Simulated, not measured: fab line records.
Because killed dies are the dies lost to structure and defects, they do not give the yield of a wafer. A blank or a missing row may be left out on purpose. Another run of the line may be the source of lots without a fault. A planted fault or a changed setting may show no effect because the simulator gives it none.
Matching of chambers + flow n5-finfet + ald-metal-02 running N5_BEOL_M10_ALD_74: 3 sister chambers
The step deposits TaN, target thk 2 nm, pulse time 2 s, purge time 3 s. 3 wafers are shown with their chamber, then 5 later ones without.

WAFERS PAIRED WITH THEIR CHAMBERS
| wafer  | chamber | heater-power-w (W) |
|--------|---------|--------------------|
| L082.5 | 1       | 429                |
| L088.2 | 2       | 373                |
| L088.5 | 0       | 412                |

WAFERS WITH NO CHAMBER GIVEN
| wafer  | heater-power-w (W) |
|--------|--------------------|
| L091.3 | 375                |
| L091.4 | 408                |
| L091.6 | 410                |
| L092.4 | 417                |
| L092.5 | 379                |

WHICH CHAMBER EACH ONE RAN IN
| wafer  | from the rows above     | in truth                   |
|--------|-------------------------|----------------------------|
| L091.3 | 2                       | 2                          |
| L091.4 | 0                       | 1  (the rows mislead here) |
| L091.6 | 0                       | 0                          |
| L092.4 | can't be placed: 0 or 1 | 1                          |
| L092.5 | 2                       | 2                          |
3 of 5 placed correctly. Unplaceable from these rows: 1, with the true chamber sitting among the candidates in 1. Wrongly placed: 1.
How it was worked out, from the rows above alone: a wafer's distance from a chamber is the root of the sum, over the readings, of the square of ((its reading less the chamber's mean) divided by the reading's scatter). The wafer belongs to the nearest chamber; if the next one is less than 2 further off, it can't be placed. The mean given for a chamber averages the wafers shown for that chamber. The scatter (one wafer shown for each chamber): square how far every hidden wafer sits from the nearest shown wafer, average those squares and take the square root.
